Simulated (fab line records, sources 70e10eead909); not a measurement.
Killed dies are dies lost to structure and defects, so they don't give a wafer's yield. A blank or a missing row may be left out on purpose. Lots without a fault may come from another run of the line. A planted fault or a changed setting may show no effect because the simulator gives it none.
Which tool did it? | flow nand_harc | 12 lots, 36 wafers sampled, at 4 steps of a route of 1159

WHAT THE GAUGES READ, wafer by wafer
The record holds no reading of a measuring or inspecting step that can be judged against a usual standard deviation.

WHICH TOOL RAN EACH LOT (tool, then ch and the chambers of the sampled wafers, then the start)
lot  | NHARC_A_SLIT_ETCH_29               | NHARC_A_WL_FILL_STRIP_27             | NHARC_A_WL_FILL_ETCHBACK_26      | NHARC_A_CONTACT_DEP_28
L653 | rie_diel-05 ch 0,2,3, day 14 07:56 | plasma_asher-01 ch 0,1, day 14 22:52 | rie_si-05 ch 1,2, day 15 17:18   | acl_dep-01 ch 0, day 16 03:45
L652 | rie_diel-05 ch 0,2, day 14 19:20   | plasma_asher-01 ch 0,1, day 15 09:06 | rie_si-04 ch 0,2,3, day 16 00:37 | acl_dep-02 ch 0, day 16 19:10
L655 | rie_diel-12 ch 0,2,3, day 15 07:16 | plasma_asher-02 ch 0,1, day 15 21:17 | rie_si-04 ch 0,1,3, day 16 12:44 | acl_dep-01 ch 0, day 17 05:11
L656 | rie_diel-03 ch 0,1,2, day 15 16:44 | plasma_asher-01 ch 0,1, day 16 09:38 | rie_si-05 ch 2,3, day 16 22:31   | acl_dep-02 ch 0, day 17 14:49
L659 | rie_diel-05 ch 0,1,3, day 15 22:05 | plasma_asher-01 ch 0,1, day 16 18:02 | rie_si-01 ch 1,2,3, day 17 09:01 | acl_dep-01 ch 0, day 18 00:40
L658 | rie_diel-03 ch 0,1,3, day 15 23:47 | plasma_asher-02 ch 0,1, day 16 20:51 | rie_si-05 ch 0,1, day 17 09:01   | acl_dep-01 ch 0, day 17 22:28
L663 | rie_diel-05 ch 0,1,3, day 17 04:35 | plasma_asher-02 ch 0,1, day 18 01:11 | rie_si-04 ch 0,1,2, day 18 19:38 | acl_dep-01 ch 0, day 19 03:16
L662 | rie_diel-05 ch 0,1, day 17 06:16   | plasma_asher-01 ch 0,1, day 18 03:30 | rie_si-05 ch 0,1,2, day 18 19:38 | acl_dep-03 ch 0, day 19 09:53
L671 | rie_diel-12 ch 0,1,3, day 19 04:31 | plasma_asher-01 ch 0,1, day 19 20:18 | rie_si-04 ch 1,2,3, day 20 11:39 | acl_dep-02 ch 0, day 21 00:07
L670 | rie_diel-05 ch 0,3, day 19 04:50   | plasma_asher-02 ch 1, day 19 20:27   | rie_si-05 ch 0,2,3, day 20 11:38 | acl_dep-03 ch 0, day 20 23:29
L673 | rie_diel-12 ch 0,1, day 19 17:25   | plasma_asher-02 ch 0,1, day 20 07:43 | rie_si-04 ch 0,2,3, day 20 23:23 | acl_dep-01 ch 0, day 21 11:08
L672 | rie_diel-03 ch 1,2,3, day 19 18:58 | plasma_asher-01 ch 0, day 20 10:24   | rie_si-01 ch 0,1,2, day 20 23:24 | acl_dep-02 ch 0, day 21 06:52
- NHARC_A_SLIT_ETCH_29: etches the open film in CF4/O2, target depth 100 nm, overetch 10 nm, time 55 s.
- NHARC_A_WL_FILL_STRIP_27: strips in N2/H2, time 20 s.
- NHARC_A_WL_FILL_ETCHBACK_26: etches the open film in HBr, target depth 52 nm, time 13.3 s.
- NHARC_A_CONTACT_DEP_28: deposits aC, target thk 3600 nm.

WHAT THE TOOLS THEMSELVES READ (means of the sampled wafers that have a number; where no wafer has one, the mark that the record gives instead)
NHARC_A_SLIT_ETCH_29. Usual: drypump_motor_current_A 5.6 A, standard deviation 0.64; oes_o_777_au 1.000 a.u., standard deviation 0.0051; oes_product_au 1.004 a.u., standard deviation 0.01; rf_vpp_V 198.0 V, standard deviation 1.5; showerhead_plenum_p_Torr 1.35 Torr, standard deviation 0.057; throttle_valve_pct 13.397 %, standard deviation 0.01.
lot  | tool        | drypump_motor_current_A (A) | oes_o_777_au (a.u.) | oes_product_au (a.u.) | rf_vpp_V (V) | showerhead_plenum_p_Torr (Torr) | throttle_valve_pct (%) | flag
L653 | rie_diel-05 | 5.7                         | 0.998               | 1.011                 | 198.0        | 1.38                            | 13.393                 |
L652 | rie_diel-05 | 5.6                         | 0.997               | 1.015                 | 198.2        | 1.38                            | 13.400                 |
L655 | rie_diel-12 | 5.5                         | 0.999               | 1.004                 | 197.4        | 1.29                            | 13.398                 |
L656 | rie_diel-03 | 5.3                         | 1.001               | 1.004                 | 199.7        | 1.40                            | 13.400                 |
L659 | rie_diel-05 | 6.4                         | 0.996               | 0.992                 | 198.4        | 1.34                            | 13.390                 |
L658 | rie_diel-03 | 5.2                         | 1.002               | 1.014                 | 197.7        | 1.36                            | 13.402                 |
L663 | rie_diel-05 | 6.4                         | 1.003               | 1.005                 | 197.4        | 1.34                            | 13.402                 |
L662 | rie_diel-05 | 6.5                         | 1.009               | 0.997                 | 197.9        | 1.34                            | 13.398                 |
L671 | rie_diel-12 | 5.8                         | 1.000               | 0.996                 | 196.1        | 1.29                            | 13.397                 |
L670 | rie_diel-05 | 6.4                         | 0.998               | 1.000                 | 197.4        | 1.34                            | 13.397                 |
L673 | rie_diel-12 | 6.1                         | 1.001               | 0.996                 | 196.3        | 1.28                            | 13.398                 |
L672 | rie_diel-03 | 5.5                         | 1.000               | 1.008                 | 198.4        | 1.36                            | 13.396                 |

NHARC_A_WL_FILL_STRIP_27. Usual: drypump_motor_current_A 5.7 A, standard deviation 0.61; heater_power_w 373 W, standard deviation 31.
lot  | tool            | drypump_motor_current_A (A) | heater_power_w (W) | flag
L653 | plasma_asher-01 | 5.1                         | 394                |
L652 | plasma_asher-01 | 5.5                         | 390                |
L655 | plasma_asher-02 | 6.3                         | 341                |
L656 | plasma_asher-01 | 5.4                         | 387                |
L659 | plasma_asher-01 | 5.1                         | 402                |
L658 | plasma_asher-02 | 6.3                         | 350                |
L663 | plasma_asher-02 | 6.3                         | 355                |
L662 | plasma_asher-01 | 5.5                         | 386                |
L671 | plasma_asher-01 | 5.5                         | 388                |
L670 | plasma_asher-02 | 5.8                         | 325                |
L673 | plasma_asher-02 | 6.0                         | 338                |
L672 | plasma_asher-01 | 5.8                         | 375                |

NHARC_A_WL_FILL_ETCHBACK_26. Usual: drypump_motor_current_A 5.8 A, standard deviation 0.58; oes_product_au 1.003 a.u., standard deviation 0.0099; throttle_valve_pct 23.267 %, standard deviation 0.0082.
lot  | tool      | drypump_motor_current_A (A) | oes_product_au (a.u.) | throttle_valve_pct (%) | flag
L653 | rie_si-05 | 5.8                         | 1.002                 | 23.270                 |
L652 | rie_si-04 | 5.5                         | 1.014                 | 23.260                 |
L655 | rie_si-04 | 5.4                         | 0.997                 | 23.270                 |
L656 | rie_si-05 | 5.9                         | 0.998                 | 23.273                 |
L659 | rie_si-01 | 5.7                         | 0.996                 | 23.269                 |
L658 | rie_si-05 | 6.5                         | 0.995                 | 23.269                 |
L663 | rie_si-04 | 5.8                         | 1.009                 | 23.267                 |
L662 | rie_si-05 | 6.1                         | 1.004                 | 23.269                 |
L671 | rie_si-04 | 5.3                         | 1.005                 | 23.256                 |
L670 | rie_si-05 | 6.1                         | 0.936                 | 23.262                 | OFF
L673 | rie_si-04 | 5.5                         | 1.014                 | 23.276                 |
L672 | rie_si-01 | 5.8                         | 0.988                 | 23.262                 |

NHARC_A_CONTACT_DEP_28. Usual: throttle_valve_pct 34.999 %, standard deviation 0.0085.
lot  | tool       | throttle_valve_pct (%) | flag
L653 | acl_dep-01 | 34.992                 |
L652 | acl_dep-02 | 35.001                 |
L655 | acl_dep-01 | 35.004                 |
L656 | acl_dep-02 | 35.003                 |
L659 | acl_dep-01 | 34.995                 |
L658 | acl_dep-01 | 35.007                 |
L663 | acl_dep-01 | 34.994                 |
L662 | acl_dep-03 | 35.004                 |
L671 | acl_dep-02 | 35.001                 |
L670 | acl_dep-03 | 34.993                 |
L673 | acl_dep-01 | 34.998                 |
L672 | acl_dep-02 | 34.998                 |

THE ANSWER, worked out from the rows above alone
Rule: a lot is off if the mean of its wafers that have a number lies more than 3 standard deviations from the usual mean. A lot without any number at a reading at which 4 lots or more have one is off too. The other lots that the step has rows for count as sound. The gauges are gone through in route order, then the tools' own readings, and for those a lot's mean is taken as printed above. The first step at which some lot is off is used, and at that step the reading that is off furthest; a lot without a number counts as furthest.
Off: L670, at NHARC_A_WL_FILL_ETCHBACK_26 (oes_product_au).
A tool fits if, at that step or a process step before it, it ran every lot that is off, and no sound lot after the first of them. Can't be told from this: 2 tools fit, rie_diel-05 at NHARC_A_SLIT_ETCH_29, rie_si-05 at NHARC_A_WL_FILL_ETCHBACK_26.

WHAT THE SIMULATOR HAD PUT IN
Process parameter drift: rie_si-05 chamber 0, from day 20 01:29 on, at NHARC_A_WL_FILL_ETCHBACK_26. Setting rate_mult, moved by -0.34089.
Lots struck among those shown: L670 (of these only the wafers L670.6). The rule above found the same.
